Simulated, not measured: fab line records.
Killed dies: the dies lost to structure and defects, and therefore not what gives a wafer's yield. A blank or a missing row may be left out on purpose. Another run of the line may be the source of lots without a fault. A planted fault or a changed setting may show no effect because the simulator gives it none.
Problem report, 8D (eight disciplines) form, completed by code | flow n5Finfet | the parts of the form that need people (team, actions taken, sign-off) are left out

== 1. PROBLEM STATEMENT ==
A mean of 626 is read at N5_SD_EPI_P_INSPECT_26 for rawDefectCount, taken on 1 wafer of 1 lot, against 186 (standard deviation 37) on wafers free of any fault. Relative to the usual mean, that is a shift of +12 standard deviations.
The step: inspects for defects (darkfield).
The first sign was on wafer L523.6 at day 4 21:36, on defectInspect-01. Wafers with a number at this step in the record: 24, from 8 lots. Rule for "out", or "out of limits": more than 4 standard deviations from the usual mean. All remaining wafers that have a number are taken as sound.

== 2. WHAT IT IS; WHAT IT IS NOT ==
question                    | is               | is not
which readings at this step | rawDefectCount   | -
which lots                  | L523             | L530, L533, L534, L536, L538, L539, L540
which wafers of those lots  | L523.6           | L523.1, L523.3
read on which gauges        | defectInspect-01 | defectInspect-02
when                        | from day 4 21:36 | up to then (2 sound wafers); but 21 sound wafers of L530, L533, L534, L536, L538, L539, L540 came after

== 3. WHAT RULES OUT EACH SUSPECT ==
Counting: if a tool at a process step up to the reading ran every lot that is out, it stays a suspect. Sound lots after the first of them don't rule it out here, since some wafers of a struck lot are sound.
- the gauge at N5_SD_EPI_P_INSPECT_26 has been ruled out. All the wafers that are out were read on defectInspect-01, but those of them that N5_PASSIVATION_PROBE_49 has rows for are out there too, on other tools.
- rieDiel-01 at N5_SD_EPI_P_ETCH_47 (etches SiOCN in CH3F/O2, target depth 25 nm): kept. It ran the lot that is out, L523 (day 4 18:23).
- rieDiel-01 at N5_SD_EPI_P_ETCH_16 (etches SiO2 in CHF3/O2, target depth 5 nm): kept. It ran the lot that is out, L523 (day 4 18:29).
- rieSi-01 at N5_SD_EPI_P_SD_RECESS_17 (chemistry HBr/Cl2/O2, target depth 39.1 nm, bt time 3 s): kept. It ran the lot that is out, L523 (day 4 18:34).
- Within rieDiel-01 at N5_SD_EPI_P_ETCH_47: the wafers that are out ran in chamber 1; their sound lot-mates ran in chambers 0, 3.
- Within rieDiel-01 at N5_SD_EPI_P_ETCH_16: the wafers that are out ran in chamber 1; their sound lot-mates ran in chambers 0, 3.
The count leaves rieDiel-01 at N5_SD_EPI_P_ETCH_47, rieDiel-01 at N5_SD_EPI_P_ETCH_16, and rieSi-01 at N5_SD_EPI_P_SD_RECESS_17.

== 4. THE CAUSE (what the simulator had put in) ==
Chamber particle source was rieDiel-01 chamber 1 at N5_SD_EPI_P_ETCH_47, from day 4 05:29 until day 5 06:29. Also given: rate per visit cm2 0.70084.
This tool is one of the 3 suspects left after counting.

== 5. THE EFFECT CHAIN, in route order ==
Each row: a reading where the mean over the struck wafers with a number is more than 3 standard deviations away from the usual. Only readings whose record carries a usual standard deviation are examined. hours: median over the lots of the time between each lot's start at the first step of this table that gives one and its start at this step. sigmas: the change, counted in usual standard deviations.
hours | step                    | reading             | usual  | on struck wafers | change | sigmas
0     | N5_SD_EPI_P_INSPECT_26  | rawDefectCount      | 186    | 626              | +440   | +12
282   | N5_PASSIVATION_PROBE_49 | defectLimitedYield  | 91.0 % | 80.0             | -11.0  | -7.9
282   | N5_PASSIVATION_PROBE_49 | killedAtFrontEnd    | 40     | 163              | +123   | +9.5
282   | N5_PASSIVATION_PROBE_49 | killedDies          | 106    | 236              | +130   | +8.1
282   | N5_PASSIVATION_PROBE_49 | sort_bin_5_function | 5.2 %  | 12.4             | +7.2   | +8.0
282   | N5_PASSIVATION_PROBE_49 | sort_bin_6_memory   | 3.4 %  | 5.6              | +2.2   | +3.1
282   | N5_PASSIVATION_PROBE_49 | sortNPass           | 1073   | 944              | -129   | -7.6
282   | N5_PASSIVATION_PROBE_49 | sortYieldPct        | 91.0 % | 80.0             | -11.0  | -7.3
Its process steps:
- N5_PASSIVATION_PROBE_49
Later steps that measure or inspect, where all struck wafers having a row at the step show a number for every such reading and not one has moved that far: N5_BEOL_M4_RC_MEAS_101.

== 6. WHAT WOULD HAVE CAUGHT IT SOONER ==
The first out-of-limits reading at a measuring or inspecting step in this record came at day 4 21:36, 16 hours after the fault's start at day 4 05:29.
Tool readings at N5_SD_EPI_P_ETCH_47 with a usual standard deviation given in the record: none out on any struck wafer, hence no alarm at a limit of 4 standard deviations on them.
By day 4 21:36, every lot that is out (1) had started N5_SD_EPI_P_ETCH_47 on rieDiel-01. Tool hold at that time: it would have spared none of them.
